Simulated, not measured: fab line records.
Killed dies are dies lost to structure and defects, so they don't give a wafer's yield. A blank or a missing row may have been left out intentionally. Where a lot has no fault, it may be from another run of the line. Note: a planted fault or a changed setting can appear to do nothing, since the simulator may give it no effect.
Chamber matching | flow nand-harc | NHARC_P_BONDPAD_DEP_00 on pecvd-04 has 3 sister chambers
The step deposits SiCN, target thk 250 nm. 3 wafers are shown with their chamber, then 7 later ones without.

== WAFERS PAIRED WITH THEIR CHAMBERS ==
wafer  | chamber | showerhead-vpp-V (V)
L616.5 | 0       | 1355
L621.2 | 2       | 1354
L621.5 | 1       | 1257

== WAFERS WHOSE CHAMBER IS MISSING ==
wafer  | showerhead-vpp-V (V)
L621.6 | 1337
L619.2 | 1348
L619.4 | 1325
L619.6 | 1287
L629.2 | 1344
L629.5 | 1349
L629.6 | 1272

== CHAMBER TAKEN BY EACH ==
wafer  | from the rows above     | in truth
L621.6 | can't be placed: 2 or 0 | 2
L619.2 | can't be placed: 2 or 0 | 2
L619.4 | can't be placed: 2 or 0 | 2
L619.6 | can't be placed: 1 or 2 | 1
L629.2 | can't be placed: 2 or 0 | 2
L629.5 | can't be placed: 2 or 0 | 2
L629.6 | 1                       | 1
1 of 7 placed correctly. From these rows, 6 cannot be placed; in 6 the true chamber is one of the candidates. Wrongly placed: 0.
How it was worked out, from the rows above alone: a wafer's distance from a chamber is the root of the sum, over the readings, of the square of ((its reading less the chamber's mean) divided by the reading's scatter). The wafer belongs to the nearest chamber; if the next one is less than 2 further off, it can't be placed. A chamber's mean is the mean of its shown wafers. The scatter: root of mean squared gap, hidden wafer to nearest shown wafer, with one shown wafer a chamber.
